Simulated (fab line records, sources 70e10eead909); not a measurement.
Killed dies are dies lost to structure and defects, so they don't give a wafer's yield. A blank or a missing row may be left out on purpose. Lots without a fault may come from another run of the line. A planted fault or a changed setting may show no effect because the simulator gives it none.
Chamber matching | flow nand_harc | NHARC_A_SLIT_DEP_25 on pecvd-01: 3 sister chambers
The step deposits SiO2, target thk 200 nm. 3 wafers are shown with their chamber, then 9 later ones without.

WAFERS WITH THEIR CHAMBER
wafer  | chamber | throttle_valve_pct (%)
L087.1 | 2       | 15.6
L087.2 | 1       | 15.6
L087.6 | 0       | 15.7

WAFERS WITHOUT THEIR CHAMBER
wafer  | throttle_valve_pct (%)
L091.2 | 15.8
L091.3 | 15.5
L091.6 | 15.7
L093.3 | 15.9
L093.5 | 15.9
L093.6 | 16.0
L095.1 | 15.8
L095.4 | 15.9
L095.5 | 15.8

WHICH CHAMBER EACH WENT THROUGH
wafer  | from the rows above          | in truth
L091.2 | can't be placed: 0 or 1 or 2 | 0
L091.3 | can't be placed: 1 or 2 or 0 | 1
L091.6 | can't be placed: 0 or 1 or 2 | 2
L093.3 | can't be placed: 0 or 1 or 2 | 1
L093.5 | can't be placed: 0 or 1 or 2 | 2
L093.6 | can't be placed: 0 or 1 or 2 | 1
L095.1 | can't be placed: 0 or 1 or 2 | 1
L095.4 | can't be placed: 0 or 1 or 2 | 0
L095.5 | can't be placed: 0 or 1 or 2 | 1
Placed correctly: 0 of 9. Can't be placed from these rows: 9 (the true chamber is among the candidates in 9). Placed wrongly: 0.
How it was worked out, from the rows above alone: a wafer's distance from a chamber is the root of the sum, over the readings, of the square of ((its reading less the chamber's mean) divided by the reading's scatter). The wafer belongs to the nearest chamber; if the next one is less than 2 further off, it can't be placed. A chamber's mean is the mean of its shown wafers. The scatter: with one shown wafer a chamber, the root of the mean of the squares of how far each hidden wafer lies from its nearest shown one.
